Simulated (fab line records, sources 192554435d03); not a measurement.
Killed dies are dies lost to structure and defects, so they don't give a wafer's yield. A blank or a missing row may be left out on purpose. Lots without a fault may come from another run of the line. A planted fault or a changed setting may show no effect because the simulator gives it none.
A struck lot beside a sound one | flow n5_finfet | 37 steps out of a route of 1938
Sound: wafers L383.1, L383.2, L383.5. Struck: wafer L394.4. (L394.1, L394.5 of the same lot were not struck and are left out.) The cause comes at the end.
At each step with rows: each side's tool, then ch and its chambers, then its first start. Under that, the readings that differ: sound wafers | struck wafers | difference of the means | sigmas: that difference in standard deviations of wafers without a fault.
alike: readings whose means differ by less than 2 such deviations, and words and numbers that are the same on both sides. not compared: withheld readings, readings that some wafer has no value for, bounds like >300 that may hide the same value, and numbers for which the record gives no deviation and whose values overlap.
The two part at a step that has a row with sigmas, a row that says differs or no value, or rows on one side only. Numbers that don't overlap but have no deviation are shown without sigmas and don't part them. A reading that every wafer of one side lacks parts them only if that side has two wafers or more.

first, 9 steps without rows for these wafers: N5_BEOL_M5_DESCUM_33 (chemistry O2, time 7 s); N5_BEOL_M5_ETCH_75 (etches underlayer in N2/H2, target depth 6.5 nm, time 5.2 s); N5_BEOL_M5_ETCH_67 (etches SiARC in CF4, target depth 15.6 nm, time 26 s); N5_BEOL_M5_ETCH_68 (etches SOC in N2/H2, target depth 80 nm, overetch 16 nm, time 120 s); N5_BEOL_M5_STRIP_69 (strips in N2/H2); N5_BEOL_M5_STRIP_76 (strips in N2/H2); N5_BEOL_M5_VIA_ETCH_34 (etches SiCOH lowk in C4F6/O2, target depth 88.3 nm, time 39.2 s); N5_BEOL_M5_STRIP_85 (strips in C4F6/O2); N5_BEOL_M5_STRIP_36 (strips in N2/H2).
N5_BEOL_M5_TRENCH_ETCH_37: etches SiCOH lowk in C4F6/O2, target depth 71.652 nm, time 24.7 s.
  sound on rie_diel-06 ch 0,1,2, day 11 01:59; struck on rie_diel-06 ch 0, day 13 02:55
  alike: chamber_pressure_mTorr, drypump_motor_current_A, oes_product_au, rf_vpp_V, showerhead_plenum_p_Torr, throttle_valve_pct
  not compared: rf_hours_counter_h
then, 26 steps without rows for these wafers: N5_BEOL_M5_ETCH_41 (etches SiCN in CH3F/O2, target depth 31.5 nm, time 56.7 s); N5_BEOL_M5_STRIP_91 (strips in N2/H2, time 10 s); N5_BEOL_M5_HM_STRIP_39 (strips TiN in peroxide tin strip, target depth 25 nm, time 158 s); N5_BEOL_M5_SRD_40 (time 30 s); N5_BEOL_M5_PRECLEAN_42 (cleans in residue remover, time 60 s); N5_BEOL_M5_SRD_43 (time 30 s); N5_BEOL_M5_CURE_80 (cures SiCOH lowk, time 120 s); N5_BEOL_M5_DEGAS_44 (time 60 s); N5_BEOL_M5_PRE_CLEAN_45 (time 30 s); N5_BEOL_M5_ALD_86 (deposits TaN, pulse time 2 s, purge time 3 s, co reactant purge time 2 s); N5_BEOL_M5_SURFACE_TREAT_87; N5_BEOL_M5_CVD_47 (deposits Co from CCTBA/H2, target thk 3 nm, time 216 s); N5_BEOL_M5_SPUTTER_48 (material Cu, target thk 15 nm, time 27.62 s); N5_BEOL_M5_ANNEAL_49 (time 1800 s); N5_BEOL_M5_SPUTTER_81 (material Cu, target thk 15 nm, time 27.62 s); N5_BEOL_M5_ANNEAL_82 (time 1800 s); N5_BEOL_M5_SPUTTER_83 (material Cu, target thk 15 nm, time 27.62 s); N5_BEOL_M5_ANNEAL_84 (time 1800 s); N5_BEOL_M5_SPUTTER_88 (material Cu, target thk 15 nm, time 27.62 s); N5_BEOL_M5_ANNEAL_89 (time 1800 s); N5_BEOL_M5_SPUTTER_90 (material Cu, target thk 4.5 nm, time 8.29 s); N5_BEOL_M5_ECD_50 (material Cu, target thk 300 nm); N5_BEOL_M5_ANNEAL_51 (time 90 s); N5_BEOL_M5_CMP_52 (polishes, stops on SiCOH lowk, t overpolish 6.9 s, target thk 62 nm); N5_BEOL_M5_PRE_CLEAN_77 (time 15 s); N5_BEOL_M5_CO_CAP_78 (material Co, precursor CCTBA/H2, target thk 2 nm, time 102.1 s).
-- the record jumps here: 4 days lie between the struck wafers' starts before and after (it left off in module BEOL_M5 and takes up again in module PASSIVATION, whose first step shown is number 1936 of the route) --
N5_PASSIVATION_PROBE_49:
  sound on prober-01, day 16 15:41; struck on prober-01, day 17 07:37
  reading                  | sound          | struck | difference | sigmas
  defect_limited_yield (%) | 90.3 91.7 89.4 | 83.1   | -7.4       | -5
  killed_at_M4_up          | 16 9 25        | 122    | +105       | +21
  killed_dies              | 115 98 125     | 199    | +86        | +5
  killed_on_rim            | 14 13 21       | 27     | +11        | +3
  sort_bin_5_function (%)  | 5.2 5.1 5.5    | 10.2   | +4.9       | +5
  sort_n_pass              | 1065 1082 1054 | 981    | -86        | -5
  sort_yield_pct (%)       | 90.3 91.7 89.3 | 83.1   | -7.3       | -5
  alike: killed_at_M0_to_M3, killed_at_contacts, killed_at_front_end, killed_at_other, killed_open, killed_short, sort_bin_6_memory, sort_bin_8_speed

WHERE THEY PART
Only at N5_PASSIVATION_PROBE_49, within this record.

WHY: what the simulator had put in
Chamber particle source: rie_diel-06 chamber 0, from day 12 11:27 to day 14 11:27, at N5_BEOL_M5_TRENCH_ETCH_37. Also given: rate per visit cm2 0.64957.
